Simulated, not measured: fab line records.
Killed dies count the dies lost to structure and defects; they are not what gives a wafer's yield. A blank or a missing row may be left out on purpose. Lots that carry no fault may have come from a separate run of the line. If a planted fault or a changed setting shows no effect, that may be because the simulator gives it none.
A lot that was struck, set against a sound lot	flow n5_finfet	37 out of 1938 route steps
Sound: these wafers, L949.3, L949.5, L949.6. Struck: wafer L958.5. The cause is named last.
Order at every step that has rows: each side's tool, ch and its chambers, its first start. Under that, the readings that differ: sound wafers	struck wafers	difference of the means	sigmas: that difference in standard deviations of wafers without a fault.
alike: readings whose means differ by less than 2 such deviations, and words and numbers that are the same on both sides. not compared: withheld readings, readings that some wafer has no value for, bounds like >300 that may hide the same value, and numbers for which the record gives no deviation and whose values overlap.
The two part at a step that has a row with sigmas, a row that says differs or no value, or rows on one side only. Numbers that don't overlap but have no deviation are shown without sigmas and don't part them. Lack of a reading on every wafer of one side parts them only where that side has two or more wafers.

first, 9 steps without rows for these wafers: N5_BEOL_M4_ANNEAL_95 (time 240 s); N5_BEOL_M4_SPUTTER_96 (material Cu, target thk 4.5 nm, time 8.29 s); N5_BEOL_M4_ECD_50 (material Cu, target thk 300 nm); N5_BEOL_M4_ANNEAL_51 (time 90 s); N5_BEOL_M4_CMP_52 (polishes, stops on SiOC, t overpolish 6.8 s, target thk 40 nm); N5_BEOL_M4_PRE_CLEAN_60 (time 15 s); N5_BEOL_M4_CO_CAP_55 (material Co, precursor CCTBA/H2, target thk 2 nm, time 102.1 s); N5_BEOL_M4_PRE_CLEAN_56 (time 15 s); N5_BEOL_M4_DEP_57 (deposits SiCN from 3MS/NH3, target thk 8 nm, time 14 s).
N5_BEOL_M4_RC_MEAS_101:
  sound on prober-01 ch 0, day 13 00:32; struck on prober-02 ch 0, day 15 03:57
reading	sound	struck	difference	sigmas
ION_N (uA/um)	678 695 684	651	-35	-2
VT_N (mV)	249 244 251	257	+9	+2
  alike: DIBL_N, DIBL_P, IOFF_N, IOFF_P, ION_P, SS_N, SS_P, VT_P
then, 24 steps without rows for these wafers: N5_BEOL_M5_ILD_DEP_00 (deposits SiCOH lowk from DEMS/porogen, target thk 140.64 nm, time 25.9 s); N5_BEOL_M5_CURE_79 (cures SiCOH lowk, time 240 s); N5_BEOL_M5_PECVD_70 (deposits SiO2 from TEOS/O2, target thk 16 nm, time 18 s); N5_BEOL_M5_HM_DEP_02 (deposits TiN, target thk 20 nm); N5_BEOL_M5_COAT_59 (time 60 s, resist thk 60 nm); N5_BEOL_M5_COAT_60 (time 60 s, resist thk 12 nm); N5_BEOL_M5_COAT_71 (time 60 s, resist thk 5 nm); N5_BEOL_M5_COAT_05 (resist thk 30 nm); N5_BEOL_M5_EBR_07; N5_BEOL_M5_SOFTBAKE_06 (time 60 s); N5_BEOL_M5_EXPOSE_08 (exposes mask M5, target cd 28 nm); N5_BEOL_M5_PEB_09 (peb time 60 s); N5_BEOL_M5_DEVELOP_10 (develop time 30 s); N5_BEOL_M5_DESCUM_16 (chemistry O2, time 7 s); N5_BEOL_M5_ETCH_72 (etches underlayer in N2/H2, target depth 6.5 nm, time 5.2 s); N5_BEOL_M5_ETCH_61 (etches SiARC in CF4, target depth 15.6 nm, time 26 s); N5_BEOL_M5_ETCH_62 (etches SOC in N2/H2, target depth 75 nm, overetch 15 nm, time 112.5 s); N5_BEOL_M5_STRIP_63 (strips in N2/H2); N5_BEOL_M5_STRIP_73 (strips in N2/H2); N5_BEOL_M5_STRIP_64 (strips in CF4); N5_BEOL_M5_HM_OPEN_17 (chemistry Cl2/BCl3, target TiN, target depth 20 nm, overetch 6 nm); N5_BEOL_M5_STRIP_19 (strips in O2); N5_BEOL_M5_COAT_65 (time 60 s, resist thk 60 nm); N5_BEOL_M5_COAT_66 (time 60 s, resist thk 12 nm).
-- record jumps: 5 days separate the struck wafers' starts on either side; left off in module BEOL_M5, taken up again in module BEOL_M14, whose first shown step is the route's number 1767 --
N5_BEOL_M14_CMP_49: polishes, stops on SiO2, t overpolish 5.2 s, target thk 560 nm.
  sound on cmp-01 ch 0,1,3, day 16 13:45; struck on cmp-01 ch 1, day 19 23:28
reading	sound	struck	difference	sigmas
barrier_field_endpoint_s (s)	11.5 10.7 10.5	22.6	+11.7	+35
overpolish_run_s (s)	5.212 5.206 5.192	3.391	-1.812	-99 or more
time_to_endpoint_s (s)	125 112 108	156	+41	+7
  alike: head_pressure_psi, motor_current_A
  not compared: pad_life_wafers
N5_BEOL_M14_THK_MEAS_50: measures by xrf.
  sound: film_metro-02 at day 16 13:56; struck: film_metro-02 at day 19 23:37
reading	sound	struck	difference	sigmas
M14_THK (nm)	571 535 570	1020	+461	+26
N5_PASSIVATION_PROBE_49:
  sound: prober-01 at day 17 17:18; struck: prober-01 at day 21 01:59
reading	sound	struck	difference	sigmas
defect_limited_yield (%)	90.5 90.7 91.8	0	-91	-61
killed_at_M4_up	15 15 13	1120	+1106	+99 or more
killed_dies	112 110 97	1180	+1074	+60
killed_on_rim	12 15 12	152	+139	+34
sort_bin_5_function (%)	5.0 5.6 3.7	11.0	+6.2	+6
sort_bin_6_memory (%)	4.1 3.5 4.1	1.8	-2.1	-3
sort_n_pass	1068 1070 1083	0	-1074	-60
sort_yield_pct (%)	90.5 90.7 91.8	0	-91	-61
  alike: killed_at_M0_to_M3, killed_at_contacts, killed_at_front_end, killed_at_other, killed_open, killed_short

## WHERE THEY PART
Last at N5_PASSIVATION_PROBE_49 as far as this record goes, first at N5_BEOL_M4_RC_MEAS_101.

WHY: the cause the simulator had injected
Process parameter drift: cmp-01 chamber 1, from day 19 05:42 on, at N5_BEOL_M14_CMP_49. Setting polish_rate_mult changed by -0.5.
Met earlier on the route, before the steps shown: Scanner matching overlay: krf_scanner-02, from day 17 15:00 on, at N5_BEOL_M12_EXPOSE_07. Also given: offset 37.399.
